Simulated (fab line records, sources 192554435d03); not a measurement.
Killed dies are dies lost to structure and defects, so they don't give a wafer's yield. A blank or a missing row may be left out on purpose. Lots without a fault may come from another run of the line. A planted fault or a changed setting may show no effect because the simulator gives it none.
A struck lot beside a sound one | flow n5_finfet | 14 steps out of a route of 1938
Sound: wafers L819.1, L819.2, L819.6. Struck: wafers L813.2, L813.3, L813.5. The cause comes at the end.
At each step with rows: each side's tool, then ch and its chambers, then its first start. Under that, the readings that differ: sound wafers | struck wafers | difference of the means | sigmas: that difference in standard deviations of wafers without a fault.
alike: readings whose means differ by less than 2 such deviations, and words and numbers that are the same on both sides. not compared: withheld readings, readings that some wafer has no value for, bounds like >300 that may hide the same value, and numbers for which the record gives no deviation and whose values overlap.
The two part at a step that has a row with sigmas, a row that says differs or no value, or rows on one side only. Numbers that don't overlap but have no deviation are shown without sigmas and don't part them. A reading that every wafer of one side lacks parts them only if that side has two wafers or more.

first, 2 steps without rows for these wafers: N5_BEOL_M3_STRIP_65 (strips in N2/H2); N5_BEOL_M3_STRIP_75 (strips in N2/H2).
N5_BEOL_M3_STRIP_66: strips in CF4.
  sound on rie_diel-03 ch 0,2, day 10 22:44; struck on rie_diel-03 ch 0,1, day 9 07:27
  alike: drypump_motor_current_A, oes_product_au, rf_vpp_V, showerhead_plenum_p_Torr, throttle_valve_pct
  not compared: rf_hours_counter_h
N5_BEOL_M3_HM_OPEN_17: chemistry Cl2/BCl3, target TiN, target depth 20 nm, overetch 6 nm.
  sound on rie_metal-03 ch 0,1, day 10 22:46; struck on rie_metal-01 ch 0, day 9 07:31
  alike: drypump_motor_current_A, he_backside_leak_sccm, mfc_ar_sccm, oes_product_au, throttle_valve_pct
  not compared: rf_hours_counter_h
N5_BEOL_M3_STRIP_19: strips in O2.
  sound on rie_diel-04 ch 0,3, day 10 22:53; struck on rie_diel-06 ch 0,1, day 9 07:41
  alike: drypump_motor_current_A, oes_product_au, rf_vpp_V, showerhead_plenum_p_Torr, throttle_valve_pct
  not compared: rf_hours_counter_h
N5_BEOL_M3_CD_MEAS_18: pitch 36 nm, target cd 18 nm.
  sound on cd_sem-03, day 10 22:57; struck on cd_sem-02, day 9 07:46
  alike: cd_nm
then, 6 steps without rows for these wafers: N5_BEOL_M3_COAT_67 (time 60 s, resist thk 60 nm); N5_BEOL_M3_COAT_68 (time 60 s, resist thk 12 nm); N5_BEOL_M3_COAT_76 (time 60 s, resist thk 5 nm); N5_BEOL_M3_COAT_22 (resist thk 30 nm); N5_BEOL_M3_EBR_24; N5_BEOL_M3_SOFTBAKE_23 (time 60 s).
N5_BEOL_M3_EXPOSE_25: exposes mask V2, defocus 5 nm.
  sound on euv_scanner-01 ch 0, day 10 23:07; struck on euv_scanner-02, day 9 08:04
  no value came back on the struck wafers for dipole_opening_deg (degrees), exposure_dose_mJ_cm2; on the sound wafers dipole_opening_deg (degrees) reads 30 30 30
  alike: mask
then, 1 step without rows for these wafers: N5_BEOL_M3_PEB_26 (peb time 60 s).

WHERE THEY PART
Only at N5_BEOL_M3_EXPOSE_25, within this record.

WHY: what the simulator had put in
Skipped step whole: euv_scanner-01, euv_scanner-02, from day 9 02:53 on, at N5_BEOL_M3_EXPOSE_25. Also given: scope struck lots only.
